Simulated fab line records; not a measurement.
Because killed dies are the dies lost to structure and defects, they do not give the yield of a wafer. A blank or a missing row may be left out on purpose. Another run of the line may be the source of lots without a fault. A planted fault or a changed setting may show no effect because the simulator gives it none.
fab line records    flow n5_finfet    part 2 of 2: steps 5 to 6 of 6
[record] lots = 24  wafers = 72  last_day = 17
route steps=1938 shown MOL_CONTACT_COAG@526
lots with no fault: from the same line, run without faults
start_h: hours from the record's first day to the start of the lot's first wafer shown    wait_h: time in hours since the lot's previous step    " the same as in the row above    L1.1+2: one row covering several wafers at once    - no value, or no start given    * or withheld: withheld    < > ~ a bound
route shown NAME@n: a module of which the file shows steps, and the number in the route of the first    usual: mean/standard deviation of fault-free wafers    same: alike in all rows    chamber/n: place in a boat    sites: per-site readings    _std_site: their standard deviation    _edge_site: mean of outer sites minus mean of inner sites    radius_mm: how far each site lies from the wafer's centre    mask NAME#n: copy n    behind: the most recent tool/chamber to have shaped the wafer    hold: cause of the lot's hold/its duration in hours/its outcome    device: whichever transistor did not switch (one of n, p or np)    end of line: tests run on the same wafers once the route is complete    a step without rows: its recipe alone    killed: dies lost to structure and defects at the first sort, not the wafer's yield    map: a wafer's dies, x killed, . not, _ none there
set.NAME: the setting the step ran with; set.NAME@STEP: the setting that earlier step ran with    model.NAME: the simulator's own value behind a step, which no gauge read
one table for each step of the route and one row for each wafer, over a sample of lots
services: when a tool's chamber went out of use (start_h, in hours from the record's first day, below 0 if earlier), for how many hours, and the reason
[[steps]]
[step N5_MOL_CONTACT_COAG_ALD_123]
[recipe] material = SiNx  target_thk_a = 50  temp_c = 400  ald_precursor_family = SiH2I2  ald_co_reactant = N2/H2-plasma  pulse_time_s = 1  purge_time_s = 2  co_reactant_purge_time_s = 2  ald_cycles = 100  pressure_torr = 2
[usual] heater_power_w = 832/73  precursor_pulse_height_rel = 1.003/0.02
[same] pulse_time_s = 1
lot.wafer  tool        chamber  start_h  wait_h  heater_power_w  precursor_pulse_height_rel
L074.4     ald_sin-02  1        101.29   0.1     877             1.000
L074.5     "           3        "        "       725             1.019
L074.6     "           2        "        "       867             1.014
L075.2     ald_sin-02  3        109.22   0.0     715             1.014
L075.3     "           1        "        "       878             0.982
L075.4     "           2        "        "       849             1.018
L076.1     ald_sin-03  0        114.77   0.7     904             0.977
L076.3     "           3        "        "       815             1.004
L076.4     "           1        "        "       698             1.025
L077.2     ald_sin-02  2        116.24   0.7     830             0.994
L077.4     "           3        "        "       720             0.997
L077.5     "           3        "        "       736             0.993
L078.1     ald_sin-03  1        126.84   1.3     689             1.027
L078.2     "           0        "        "       890             0.985
L078.4     "           2        "        "       807             1.015
L079.2     ald_sin-02  1        128.13   0.5     877             1.002
L079.3     "           3        "        "       733             1.016
L079.5     "           1        "        "       855             1.041
L080.1     ald_sin-02  0        138.32   0.0     783             1.002
L080.5     "           3        "        "       722             0.975
L080.6     "           0        "        "       772             1.006
L081.2     ald_sin-03  0        142.32   0.0     906             1.024
L081.3     "           3        "        "       869             1.005
L081.5     "           0        "        "       930             0.974
L082.1     ald_sin-03  1        151.12   0.0     712             1.018
L082.4     "           2        "        "       797             1.034
L082.6     "           1        "        "       707             1.002
L083.1     ald_sin-03  1        157.57   0.0     700             1.012
L083.2     "           3        "        "       831             1.029
L083.5     "           3        "        "       834             1.021
L084.1     ald_sin-02  3        164.75   0.1     710             1.013
L084.2     "           0        "        "       786             0.999
L084.4     "           2        "        "       834             0.983
L085.2     ald_sin-01  0        168.32   0.3     851             1.023
L085.5     "           1        "        "       834             1.005
L085.6     "           2        "        "       939             0.965
L086.1     ald_sin-01  1        175.01   0.5     835             1.010
L086.3     "           2        "        "       913             0.975
L086.4     "           0        "        "       848             1.031
L087.3     ald_sin-03  3        176.29   0.0     843             0.967
L087.4     "           1        "        "       716             0.983
L087.6     "           0        "        "       888             0.965
L088.3     ald_sin-01  2        182.92   0.1     931             0.957
L088.5     "           3        "        "       929             1.022
L088.6     "           0        "        "       854             1.000
L089.4     ald_sin-01  1        191.87   0.3     839             1.032
L089.5     "           1        "        "       847             0.994
L089.6     "           2        "        "       948             0.981
L090.3     ald_sin-03  2        195.02   0.0     787             0.996
L090.5     "           1        "        "       709             0.992
L090.6     "           0        "        "       886             0.983
L091.1     ald_sin-01  1        202.42   0.6     818             1.017
L091.4     "           3        "        "       935             0.991
L091.5     "           3        "        "       951             1.031
L092.1     ald_sin-03  3        207.85   0.2     859             0.970
L092.3     "           0        "        "       921             0.969
L092.6     "           3        "        "       847             0.999
L093.2     ald_sin-02  0        215.40   0.2     794             0.995
L093.4     "           3        "        "       723             1.006
L093.6     "           1        "        "       857             1.003
L094.1     ald_sin-01  2        216.54   0.0     900             1.013
L094.2     "           1        "        "       820             1.007
L094.6     "           2        "        "       917             1.047
L095.1     ald_sin-02  3        222.35   0.0     719             1.034
L095.5     "           3        "        "       715             1.028
L095.6     "           0        "        "       771             0.985
L096.1     ald_sin-02  2        229.78   0.0     852             1.030
L096.2     "           3        "        "       710             1.025
L096.6     "           3        "        "       726             0.982
L097.1     ald_sin-01  3        234.39   0.1     923             1.019
L097.3     "           1        "        "       824             1.006
L097.5     "           1        "        "       825             0.987
[step N5_MOL_CONTACT_COAG_ETCHBACK_135]
[recipe] chemistry = CHF3  target = SiO2  target_depth_a = 250  time_s = 16.7  ion_energy_ev = 200  pressure_mtorr = 30  source_w = 610  bias_w = 170  Ar_flow_sccm = 200  CHF3_flow_sccm = 50
[usual] drypump_motor_current_A = 5.6/0.49  oes_product_au = 0.82/0.063  rf_vpp_V = 522/5.2  showerhead_plenum_p_Torr = 2.40/0.086  throttle_valve_pct = 18.64/0.17
lot.wafer  tool         chamber  start_h  wait_h  drypump_motor_current_A  oes_product_au  rf_hours_counter_h  rf_vpp_V  showerhead_plenum_p_Torr  throttle_valve_pct
L074.4     rie_diel-02  1        102.93   0.0     5.6                      0.89            31                  521       2.41                      18.37
L074.5     "            2        "        "       5.8                      0.84            -                   515       2.51                      18.51
L074.6     "            1        "        "       5.6                      0.89            -                   522       2.41                      18.37
L075.2     rie_diel-01  3        112.29   0.0     5.7                      0.90            9                   526       2.33                      18.63
L075.3     "            0        "        "       6.1                      0.73            198                 515       2.27                      18.93
L075.4     "            2        "        "       6.4                      0.72            231                 518       2.34                      18.83
L076.1     rie_diel-02  3        116.51   0.0     4.8                      0.85            48                  521       2.31                      18.73
L076.3     "            0        "        "       5.8                      0.89            18                  519       2.44                      18.39
L076.4     "            1        "        "       5.6                      0.88            38                  522       2.41                      18.38
L077.2     rie_diel-02  3        118.00   0.0     4.7                      0.86            49                  522       2.31                      18.75
L077.4     "            1        "        "       5.6                      0.88            39                  523       2.41                      18.38
L077.5     "            1        "        "       5.6                      0.87            -                   522       2.41                      18.37
L078.1     rie_diel-01  0        129.50   0.0     6.1                      0.73            206                 516       2.27                      18.94
L078.2     "            1        "        "       5.3                      0.70            196                 524       2.36                      18.80
L078.4     "            3        "        "       5.7                      0.88            17                  527       2.33                      18.66
L079.2     rie_diel-01  2        131.04   0.0     6.3                      0.71            240                 518       2.34                      18.84
L079.3     "            0        "        "       6.0                      0.73            207                 517       2.27                      18.94
L079.5     "            2        "        "       6.4                      0.71            -                   520       2.34                      18.84
L080.1     rie_diel-06  3        140.13   0.0     5.1                      0.90            38                  535       2.51                      18.60
L080.5     "            2        "        "       5.4                      0.91            -                   529       2.53                      18.76
L080.6     "            1        "        "       6.7                      0.81            -                   525       2.29                      18.67
L081.2     rie_diel-01  0        144.10   0.0     6.1                      0.72            213                 515       2.27                      18.95
L081.3     "            3        "        "       5.7                      0.88            24                  525       2.32                      18.66
L081.5     "            3        "        "       5.7                      0.87            -                   527       2.32                      18.67
L082.1     rie_diel-06  0        153.17   0.0     5.3                      0.92            11                  529       2.53                      18.62
L082.4     "            2        "        "       5.4                      0.91            25                  530       2.53                      18.78
L082.6     "            2        "        "       5.4                      0.90            -                   529       2.53                      18.76
L083.1     rie_diel-02  1        159.11   0.0     5.6                      0.85            56                  521       2.40                      18.41
L083.2     "            0        "        "       5.8                      0.87            35                  520       2.43                      18.42
L083.5     "            0        "        "       5.8                      0.86            -                   518       2.43                      18.43
L084.1     rie_diel-02  0        166.16   0.0     5.8                      0.87            37                  518       2.43                      18.43
L084.2     "            3        "        "       4.7                      0.83            69                  523       2.30                      18.77
L084.4     "            1        "        "       5.6                      0.85            58                  521       2.40                      18.42
L085.2     rie_diel-02  1        169.72   0.0     5.6                      0.85            60                  521       2.40                      18.43
L085.5     "            0        "        "       5.8                      0.87            -                   519       2.43                      18.41
L085.6     "            1        "        "       5.6                      0.85            -                   522       2.40                      18.41
L086.1     rie_diel-01  1        176.61   0.0     5.3                      0.69            218                 522       2.35                      18.82
L086.3     "            0        "        "       6.1                      0.71            229                 515       2.26                      18.98
L086.4     "            1        "        "       5.3                      0.69            -                   523       2.35                      18.83
L087.3     rie_diel-02  3        177.70   0.0     4.7                      0.83            73                  523       2.30                      18.78
L087.4     "            1        "        "       5.6                      0.85            63                  522       2.40                      18.41
L087.6     "            1        "        "       5.6                      0.85            -                   520       2.40                      18.42
L088.3     rie_diel-02  0        184.48   0.0     5.8                      0.84            44                  519       2.43                      18.44
L088.5     "            1        "        "       5.6                      0.84            -                   522       2.40                      18.40
L088.6     "            0        "        "       5.8                      0.85            -                   518       2.43                      18.45
L089.4     rie_diel-06  1        193.40   0.0     6.7                      0.79            113                 523       2.28                      18.72
L089.5     "            2        "        "       5.5                      0.88            -                   528       2.52                      18.80
L089.6     "            1        "        "       6.7                      0.78            -                   524       2.28                      18.73
L090.3     rie_diel-06  3        196.81   0.0     5.1                      0.84            59                  535       2.50                      18.61
L090.5     "            3        "        "       5.1                      0.86            -                   536       2.50                      18.61
L090.6     "            2        "        "       5.4                      0.89            -                   529       2.52                      18.79
L091.1     rie_diel-06  3        203.96   0.0     5.1                      0.85            61                  535       2.50                      18.62
L091.4     "            2        "        "       5.4                      0.87            43                  530       2.52                      18.80
L091.5     "            2        "        "       5.4                      0.88            -                   528       2.52                      18.82
L092.1     rie_diel-02  2        209.27   0.0     5.7                      0.80            92                  515       2.50                      18.58
L092.3     "            3        "        "       4.7                      0.80            85                  522       2.30                      18.79
L092.6     "            3        "        "       4.7                      0.81            -                   523       2.30                      18.79
L093.2     rie_diel-02  0        216.96   0.0     5.8                      0.84            56                  518       2.43                      18.46
L093.4     "            3        "        "       4.8                      0.81            88                  522       2.30                      18.81
L093.6     "            0        "        "       5.8                      0.84            -                   516       2.43                      18.47
L094.1     rie_diel-02  3        217.94   0.0     4.8                      0.81            88                  522       2.30                      18.81
L094.2     "            0        "        "       5.8                      0.84            56                  517       2.43                      18.47
L094.6     "            3        "        "       4.8                      0.81            -                   522       2.30                      18.80
L095.1     rie_diel-01  2        224.30   0.0     6.4                      0.90            15                  518       2.33                      18.52
L095.5     "            1        "        "       5.3                      0.67            -                   523       2.35                      18.86
L095.6     "            0        "        "       6.1                      0.69            -                   516       2.26                      19.01
L096.1     rie_diel-02  1        231.31   0.0     5.6                      0.81            81                  520       2.39                      18.45
L096.2     "            3        "        "       4.7                      0.80            93                  521       2.29                      18.80
L096.6     "            3        "        "       4.7                      0.81            -                   523       2.29                      18.81
L097.1     rie_diel-02  2        235.91   0.0     5.7                      0.78            101                 515       2.49                      18.58
L097.3     "            3        "        "       4.8                      0.80            95                  522       2.29                      18.82
L097.5     "            0        "        "       5.8                      0.81            -                   518       2.42                      18.48
[[services]]
tool          chamber  start_h  hours  kind
rie_diel-01   3        73.94    -      clean
rie_diel-01   3        73.94    -      consumable_replace:focus_ring
rie_diel-01   3        73.94    15.8   scheduled_down
rie_diel-01   3        73.94    15.8   vent_cycle
rie_diel-06   2        83.58    4.7    repair
ald_sin-01    -        85.40    14.0   pm
ald_metal-02  0        90.41    2.5    repair
rie_diel-02   2        92.12    3.4    repair
rie_diel-06   -        104.51   28.1   pm
ald_sin-01    -        122.19   14.6   pm
ald_metal-02  -        128.96   2.8    pm
ald_sin-02    2        142.13   17.0   repair
rie_diel-02   0        145.20   4.2    repair
ald_metal-04  -        151.26   1.4    repair
ald_metal-04  -        155.08   0.4    repair
rie_diel-01   2        155.86   -      clean
rie_diel-01   2        155.86   -      consumable_replace:focus_ring
rie_diel-01   2        155.86   24.8   scheduled_down
rie_diel-01   2        155.86   24.8   vent_cycle
ald_metal-04  0        161.23   1.7    repair
ald_metal-04  -        186.50   2.2    repair
ald_sin-02    3        197.40   3.8    repair
ald_metal-04  0        209.91   37.6   repair
rie_diel-06   3        219.51   1.4    repair
